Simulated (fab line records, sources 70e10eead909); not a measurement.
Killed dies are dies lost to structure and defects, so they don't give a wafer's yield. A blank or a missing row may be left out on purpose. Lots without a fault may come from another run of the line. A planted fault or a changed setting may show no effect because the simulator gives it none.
Chamber matching | flow nand_harc | NHARC_A_DECK1_JOINT_ETCHBACK_07 on rie_si-05: 4 sister chambers
The step etches the open film in HBr, target depth 105 nm, time 26.9 s. 20 wafers are shown with their chamber, then 10 later ones without.

WAFERS WITH THEIR CHAMBER
wafer  | chamber | drypump_motor_current_A (A) | oes_product_au (a.u.) | throttle_valve_pct (%)
L075.1 | 3       | 5.0                         | 1.008                 | 23.253
L075.2 | 2       | 5.9                         | 0.992                 | 23.292
L075.5 | 1       | 5.7                         | 0.995                 | 23.272
L076.1 | 1       | 5.7                         | 0.992                 | 23.260
L076.3 | 2       | 6.0                         | 1.005                 | 23.257
L076.5 | 0       | 5.5                         | 0.984                 | 23.286
L083.1 | 3       | 5.0                         | 1.005                 | 23.271
L083.2 | 0       | 5.5                         | 1.017                 | 23.263
L083.4 | 1       | 5.7                         | 0.984                 | 23.275
L086.3 | 1       | 5.7                         | 0.979                 | 23.266
L086.5 | 3       | 5.0                         | 1.002                 | 23.262
L086.6 | 0       | 5.5                         | 1.000                 | 23.261
L087.1 | 2       | 5.9                         | 0.977                 | 23.280
L087.3 | 1       | 5.7                         | 0.980                 | 23.260
L087.6 | 3       | 5.0                         | 1.005                 | 23.275
L089.2 | 2       | 5.9                         | 0.981                 | 23.268
L089.4 | 0       | 5.6                         | 1.003                 | 23.270
L089.5 | 3       | 5.0                         | 0.998                 | 23.264
L092.1 | 2       | 6.0                         | 0.988                 | 23.267
L092.3 | 0       | 5.5                         | 1.011                 | 23.272

SIGNATURES (means of the wafers above)
reading                 | chamber 0 | chamber 1 | chamber 2 | chamber 3 | scatter within a chamber
drypump_motor_current_A | 5.520     | 5.700     | 5.940     | 5.000     | 0.0354
oes_product_au          | 1.00300   | 0.98600   | 0.98860   | 1.00360   | 0.00924
throttle_valve_pct      | 23.27040  | 23.26660  | 23.27280  | 23.26500  | 0.00998
Rule: a wafer's distance from a chamber is the root of the sum, over the readings, of the square of ((its reading less the chamber's mean) divided by the reading's scatter). The wafer belongs to the nearest chamber; if the next one is less than 2 further off, it can't be placed. The scatter: the root of (the sum of the squares of (reading less its chamber's mean) over the shown wafers, divided by (wafers less chambers)).

WAFERS WITHOUT THEIR CHAMBER
wafer  | drypump_motor_current_A (A) | oes_product_au (a.u.) | throttle_valve_pct (%)
L092.4 | 5.7                         | 0.985                 | 23.295
L095.1 | 5.0                         | 1.015                 | 23.276
L095.2 | 5.9                         | 1.000                 | 23.252
L095.5 | 5.9                         | 0.999                 | 23.266
L096.1 | 5.0                         | 0.995                 | 23.264
L096.4 | 5.7                         | 0.999                 | 23.277
L096.6 | 5.5                         | 1.013                 | 23.260
L097.1 | 5.7                         | 1.006                 | 23.266
L097.3 | 6.0                         | 0.989                 | 23.255
L097.5 | 5.7                         | 0.997                 | 23.261

WHICH CHAMBER EACH WENT THROUGH
wafer  | from the rows above | in truth
L092.4 | 1                   | 1
L095.1 | 3                   | 3
L095.2 | 2                   | 2
L095.5 | 2                   | 2
L096.1 | 3                   | 3
L096.4 | 1                   | 1
L096.6 | 0                   | 0
L097.1 | 1                   | 1
L097.3 | 2                   | 2
L097.5 | 1                   | 1
Placed correctly: 10 of 10. Can't be placed from these rows: 0. Placed wrongly: 0.
